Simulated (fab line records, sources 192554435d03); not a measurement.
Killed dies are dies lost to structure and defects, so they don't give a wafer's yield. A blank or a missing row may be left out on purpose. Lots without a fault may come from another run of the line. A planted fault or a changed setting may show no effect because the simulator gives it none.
Which tool did it? | flow n5_finfet | 10 lots, 30 wafers sampled, at 1 step of a route of 1938

WHAT THE GAUGES READ, wafer by wafer
N5_BEOL_M11_CD_MEAS_28: target cd 70 nm.
lot  | measured     | on        | cd_nm (nm)
L586 | day 10 11:02 | cd_sem-03 | 71.0 70.5 71.2
L590 | day 11 10:01 | cd_sem-02 | 68.6 69.1 68.0
L592 | day 11 17:46 | cd_sem-02 | 70.3 69.1 71.9
L593 | day 12 14:04 | cd_sem-03 | 69.6 70.0 70.6
L603 | day 14 21:57 | cd_sem-03 | 71.2 71.1 71.3
L602 | day 15 04:01 | cd_sem-02 | 70.1 70.7 71.2
L604 | day 15 09:55 | cd_sem-02 | 71.6 71.2 70.6
L605 | day 15 23:22 | cd_sem-01 | 71.9 70.8 70.7
L607 | day 16 15:55 | cd_sem-01 | 69.0 69.4 69.1
L606 | day 16 16:22 | cd_sem-03 | 69.3 69.1 68.7

WHICH TOOL RAN EACH LOT (tool, then ch and the chambers of the sampled wafers, then the start)
The record holds no process step before these readings.

THE ANSWER, worked out from the rows above alone
Rule: what is usual is taken from the lots themselves. Put in order of their means at a reading, lots are off if they are a third of the lots or fewer, leave a main group of 4 or more, and stand apart from it by a gap of 3 or more times the standard deviation of the main group's means; of several such gaps the widest counts. A main group whose means are all the same, to the digits that the tables above print for the reading, isn't used. A lot without any number at a reading at which 4 lots or more have one is off too. The other lots that the step has rows for count as sound.
No lot is off at any reading shown: from this, nothing can be told.

WHAT THE SIMULATOR HAD PUT IN
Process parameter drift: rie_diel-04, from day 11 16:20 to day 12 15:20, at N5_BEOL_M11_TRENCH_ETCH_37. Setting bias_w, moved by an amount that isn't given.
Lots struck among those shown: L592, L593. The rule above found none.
